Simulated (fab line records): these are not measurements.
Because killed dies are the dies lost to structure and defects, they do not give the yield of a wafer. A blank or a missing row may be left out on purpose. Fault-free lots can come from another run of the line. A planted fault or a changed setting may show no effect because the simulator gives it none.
Matching of chambers || flow n5Finfet || N5_HKMG_FIN_ALD_79 on aldMetal-04: 4 sister chambers
The step deposits TiN, target thk 1.5 nm, pulse time 1 s, purge time 3 s. 20 wafers are shown with their chamber, then 10 later ones without.

WAFERS PAIRED WITH THEIR CHAMBERS
{"wafer": "L074.2", "chamber": 0, "heaterPowerW (W)": 752, "chamberPressureTorr (Torr)": 2.994, "precursorPulseHeightRel": 1.012}
{"wafer": "L074.5", "chamber": 1, "heaterPowerW (W)": 904, "chamberPressureTorr (Torr)": 3.003, "precursorPulseHeightRel": 0.983}
{"wafer": "L074.6", "chamber": 2, "heaterPowerW (W)": 809, "chamberPressureTorr (Torr)": 2.999, "precursorPulseHeightRel": 1.006}
{"wafer": "L078.1", "chamber": 1, "heaterPowerW (W)": 919, "chamberPressureTorr (Torr)": 3.001, "precursorPulseHeightRel": 1.007}
{"wafer": "L078.3", "chamber": 3, "heaterPowerW (W)": 913, "chamberPressureTorr (Torr)": 3.003, "precursorPulseHeightRel": 0.995}
{"wafer": "L078.5", "chamber": 2, "heaterPowerW (W)": 780, "chamberPressureTorr (Torr)": 2.997, "precursorPulseHeightRel": 1.007}
{"wafer": "L079.3", "chamber": 2, "heaterPowerW (W)": 800, "chamberPressureTorr (Torr)": 3.001, "precursorPulseHeightRel": 0.990}
{"wafer": "L079.5", "chamber": 3, "heaterPowerW (W)": 891, "chamberPressureTorr (Torr)": 2.999, "precursorPulseHeightRel": 0.991}
{"wafer": "L079.6", "chamber": 2, "heaterPowerW (W)": 773, "chamberPressureTorr (Torr)": 3.000, "precursorPulseHeightRel": 0.987}
{"wafer": "L082.1", "chamber": 2, "heaterPowerW (W)": 796, "chamberPressureTorr (Torr)": 2.997, "precursorPulseHeightRel": 0.996}
{"wafer": "L082.3", "chamber": 3, "heaterPowerW (W)": 896, "chamberPressureTorr (Torr)": 3.007, "precursorPulseHeightRel": 1.017}
{"wafer": "L082.4", "chamber": 0, "heaterPowerW (W)": 779, "chamberPressureTorr (Torr)": 3.000, "precursorPulseHeightRel": 1.010}
{"wafer": "L083.1", "chamber": 1, "heaterPowerW (W)": 915, "chamberPressureTorr (Torr)": 3.001, "precursorPulseHeightRel": 0.997}
{"wafer": "L083.4", "chamber": 3, "heaterPowerW (W)": 930, "chamberPressureTorr (Torr)": 2.996, "precursorPulseHeightRel": 0.982}
{"wafer": "L083.6", "chamber": 3, "heaterPowerW (W)": 938, "chamberPressureTorr (Torr)": 3.007, "precursorPulseHeightRel": 0.976}
{"wafer": "L088.2", "chamber": 1, "heaterPowerW (W)": 912, "chamberPressureTorr (Torr)": 2.995, "precursorPulseHeightRel": 1.032}
{"wafer": "L088.4", "chamber": 2, "heaterPowerW (W)": 789, "chamberPressureTorr (Torr)": 3.001, "precursorPulseHeightRel": 0.989}
{"wafer": "L088.5", "chamber": 3, "heaterPowerW (W)": 896, "chamberPressureTorr (Torr)": 2.997, "precursorPulseHeightRel": 1.013}
{"wafer": "L089.2", "chamber": 3, "heaterPowerW (W)": 877, "chamberPressureTorr (Torr)": 3.009, "precursorPulseHeightRel": 1.028}
{"wafer": "L089.4", "chamber": 0, "heaterPowerW (W)": 792, "chamberPressureTorr (Torr)": 3.005, "precursorPulseHeightRel": 0.973}

SIGNATURES (means of the wafers above)
{"reading": "heaterPowerW", "chamber 0": 774.33, "chamber 1": 912.50, "chamber 2": 791.17, "chamber 3": 905.86, "scatter within a chamber": 17.2}
{"reading": "chamberPressureTorr", "chamber 0": 2.99967, "chamber 1": 3.00000, "chamber 2": 2.99917, "chamber 3": 3.00257, "scatter within a chamber": 0.00419}
{"reading": "precursorPulseHeightRel", "chamber 0": 0.99833, "chamber 1": 1.00475, "chamber 2": 0.99583, "chamber 3": 1.00029, "scatter within a chamber": 0.0175}
Rule: for a wafer and a chamber, the distance is found by dividing, reading by reading, the gap between the wafer's reading and the chamber's mean by the reading's scatter, squaring, summing and taking the root. If the next closest chamber is less than 2 further off than the closest, the wafer can't be placed; otherwise it belongs to the closest. The scatter is the square root of a quotient: the sum, over the shown wafers, of each reading's squared deviation from its chamber's mean, divided by wafers minus chambers.

WAFERS MISSING THEIR CHAMBER
{"wafer": "L089.5", "heaterPowerW (W)": 898, "chamberPressureTorr (Torr)": 2.996, "precursorPulseHeightRel": 1.010}
{"wafer": "L090.1", "heaterPowerW (W)": 787, "chamberPressureTorr (Torr)": 3.008, "precursorPulseHeightRel": 0.964}
{"wafer": "L090.4", "heaterPowerW (W)": 933, "chamberPressureTorr (Torr)": 2.996, "precursorPulseHeightRel": 0.996}
{"wafer": "L090.5", "heaterPowerW (W)": 786, "chamberPressureTorr (Torr)": 2.998, "precursorPulseHeightRel": 0.975}
{"wafer": "L092.1", "heaterPowerW (W)": 780, "chamberPressureTorr (Torr)": 2.985, "precursorPulseHeightRel": 0.970}
{"wafer": "L092.2", "heaterPowerW (W)": 769, "chamberPressureTorr (Torr)": 3.006, "precursorPulseHeightRel": 1.011}
{"wafer": "L092.5", "heaterPowerW (W)": 923, "chamberPressureTorr (Torr)": 2.991, "precursorPulseHeightRel": 0.998}
{"wafer": "L097.4", "heaterPowerW (W)": 940, "chamberPressureTorr (Torr)": 2.991, "precursorPulseHeightRel": 1.022}
{"wafer": "L097.5", "heaterPowerW (W)": 764, "chamberPressureTorr (Torr)": 2.997, "precursorPulseHeightRel": 1.011}
{"wafer": "L097.6", "heaterPowerW (W)": 908, "chamberPressureTorr (Torr)": 2.998, "precursorPulseHeightRel": 1.002}

WHICH CHAMBER EACH WENT THROUGH
{"wafer": "L089.5", "from the rows above": "can't be placed: 1 or 3", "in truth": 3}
{"wafer": "L090.1", "from the rows above": "can't be placed: 2 or 0", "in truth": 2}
{"wafer": "L090.4", "from the rows above": "can't be placed: 1 or 3", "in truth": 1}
{"wafer": "L090.5", "from the rows above": "can't be placed: 2 or 0", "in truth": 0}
{"wafer": "L092.1", "from the rows above": "can't be placed: 2 or 0", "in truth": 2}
{"wafer": "L092.2", "from the rows above": "can't be placed: 0 or 2", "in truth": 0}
{"wafer": "L092.5", "from the rows above": "can't be placed: 1 or 3", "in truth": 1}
{"wafer": "L097.4", "from the rows above": "can't be placed: 1 or 3", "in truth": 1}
{"wafer": "L097.5", "from the rows above": "can't be placed: 0 or 2", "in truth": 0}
{"wafer": "L097.6", "from the rows above": "can't be placed: 1 or 3", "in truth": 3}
Correct placement for 0 of the 10. From these rows, 10 cannot be placed; in 10 the true chamber is one of the candidates. Wrongly placed: 0.
